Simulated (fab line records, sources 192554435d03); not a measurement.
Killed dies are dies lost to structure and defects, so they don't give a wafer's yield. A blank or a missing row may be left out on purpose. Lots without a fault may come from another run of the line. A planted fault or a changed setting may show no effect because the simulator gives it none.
Chamber matching | flow n5_finfet | N5_HKMG_FIN_ETCH_31 on rie_diel-01: 4 sister chambers
The step etches SiARC in CF4, target depth 45.5 nm, time 75.8 s. 16 wafers are shown with their chamber, then 8 later ones without.

WAFERS WITH THEIR CHAMBER
wafer  | chamber | drypump_motor_current_A (A) | showerhead_plenum_p_Torr (Torr) | throttle_valve_pct (%)
L075.1 | 2       | 5.4                         | 2.21                            | 15.68
L075.2 | 3       | 5.1                         | 1.97                            | 15.38
L075.6 | 0       | 6.2                         | 2.07                            | 15.67
L078.2 | 0       | 6.2                         | 2.07                            | 15.66
L078.3 | 3       | 5.1                         | 1.97                            | 15.39
L078.6 | 1       | 6.5                         | 2.11                            | 15.18
L077.4 | 0       | 6.2                         | 2.07                            | 15.67
L077.5 | 2       | 5.4                         | 2.21                            | 15.69
L077.6 | 3       | 5.1                         | 1.97                            | 15.39
L084.1 | 1       | 6.4                         | 2.10                            | 15.23
L084.3 | 0       | 6.2                         | 2.06                            | 15.70
L084.4 | 3       | 5.1                         | 1.97                            | 15.40
L087.1 | 2       | 5.4                         | 2.21                            | 15.74
L087.2 | 0       | 6.2                         | 2.06                            | 15.72
L087.5 | 2       | 5.4                         | 2.21                            | 15.74
L088.2 | 2       | 5.4                         | 2.20                            | 15.75

SIGNATURES (means of the wafers above)
reading                  | chamber 0 | chamber 1 | chamber 2 | chamber 3 | scatter within a chamber
drypump_motor_current_A  | 6.200     | 6.450     | 5.400     | 5.100     | 0.0204
showerhead_plenum_p_Torr | 2.0660    | 2.1050    | 2.2080    | 1.9700    | 0.00456
throttle_valve_pct       | 15.6840   | 15.2050   | 15.7200   | 15.3900   | 0.0261
Rule: a wafer's distance from a chamber is the root of the sum, over the readings, of the square of ((its reading less the chamber's mean) divided by the reading's scatter). The wafer belongs to the nearest chamber; if the next one is less than 2 further off, it can't be placed. The scatter: the root of (the sum of the squares of (reading less its chamber's mean) over the shown wafers, divided by (wafers less chambers)).

WAFERS WITHOUT THEIR CHAMBER
wafer  | drypump_motor_current_A (A) | showerhead_plenum_p_Torr (Torr) | throttle_valve_pct (%)
L088.3 | 6.5                         | 2.10                            | 15.26
L088.6 | 6.5                         | 2.10                            | 15.25
L089.2 | 5.1                         | 1.96                            | 15.44
L089.3 | 5.4                         | 2.20                            | 15.75
L089.5 | 5.1                         | 1.96                            | 15.44
L090.2 | 6.2                         | 2.06                            | 15.73
L090.4 | 5.4                         | 2.20                            | 15.74
L090.6 | 6.4                         | 2.10                            | 15.24

WHICH CHAMBER EACH WENT THROUGH
wafer  | from the rows above | in truth
L088.3 | 1                   | 1
L088.6 | 1                   | 1
L089.2 | 3                   | 3
L089.3 | 2                   | 2
L089.5 | 3                   | 3
L090.2 | 0                   | 0
L090.4 | 2                   | 2
L090.6 | 1                   | 1
Placed correctly: 8 of 8. Can't be placed from these rows: 0. Placed wrongly: 0.
